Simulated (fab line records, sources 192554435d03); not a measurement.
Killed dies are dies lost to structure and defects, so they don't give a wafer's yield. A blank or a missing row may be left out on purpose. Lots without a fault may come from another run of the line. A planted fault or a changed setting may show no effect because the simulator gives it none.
Problem report in the 8D (eight disciplines) form, filled by code | flow n5_finfet | the parts of the form that need people (team, actions taken, sign-off) are left out

1. THE PROBLEM
spin_speed_rpm at N5_BEOL_M7_COAT_63 reads a mean of 1302.4 rpm on 6 wafers of 2 lots; wafers without a fault read 1499.9 rpm with a standard deviation of 0.93. That is -99 or more standard deviations from the usual mean.
The step: time 60 s, resist thk 60 nm.
First seen on wafer L949.2, day 12 23:26, on litho_track-05. The record holds 36 wafers of 12 lots with a number at this step. Rule for "out", or "out of limits": more than 4 standard deviations from the usual mean. The other wafers with a number count as sound.

2. WHAT IT IS AND WHAT IT IS NOT
question                    | is                     | is not
which readings at this step | spin_speed_rpm         | -
which lots                  | L949, L955             | L936, L938, L939, L940, L943, L944, L945, L957, L958, L959
which wafers of those lots  | all that have a number | -
read on which tools         | litho_track-05         | litho_track-02, litho_track-03
when                        | from day 12 23:26      | up to then (21 sound wafers); but 9 sound wafers of L957, L958, L959 came after

3. SUSPECTS, AND WHAT RULES EACH OUT
Counting: a tool at a process step up to the reading stays a suspect if it ran every lot that is out and no sound lot after the first of them.
- rtp_anneal-01 at N5_BEOL_M6_ANNEAL_51 (time 90 s): ruled out as a lasting fault. Sound lots L957, L958, L959 ran on it after its first lot that is out, L949 (day 12 18:46).
- litho_track-05 at N5_BEOL_M7_COAT_63 (time 60 s, resist thk 60 nm): kept. It ran every lot that is out, first L949 (day 12 23:26), and no sound lot after that; its last sound lot up to then is L945 (day 11 12:03). Its own readings are out on those wafers: spin_speed_rpm.
Left after counting: litho_track-05 at N5_BEOL_M7_COAT_63.

4. THE CAUSE (what the simulator had put in)
Process parameter drift: litho_track-05, from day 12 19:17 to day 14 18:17, at N5_BEOL_M7_COAT_63. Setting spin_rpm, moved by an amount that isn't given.
Counting left only this tool.

5. THE CHAIN OF EFFECTS, in route order
Each row: a reading whose mean over the struck wafers that have a number lies more than 3 standard deviations from the usual. Only readings for which the record gives a usual standard deviation are gone through. hours: the time from each lot's start at the first step in this table that gives one to its start at this step, as a median over the lots. sigmas: the change in usual standard deviations.
hours | step               | reading        | usual      | on struck wafers | change | sigmas
0     | N5_BEOL_M7_COAT_63 | spin_speed_rpm | 1499.9 rpm | 1302.4           | -197.5 | -99 or more
The process steps in it:
- N5_BEOL_M7_COAT_63: time 60 s, resist thk 60 nm.

6. WHAT WOULD HAVE CAUGHT IT SOONER
In this record the first reading out of limits was taken at day 12 23:26, 4 hours after the fault began at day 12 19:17.
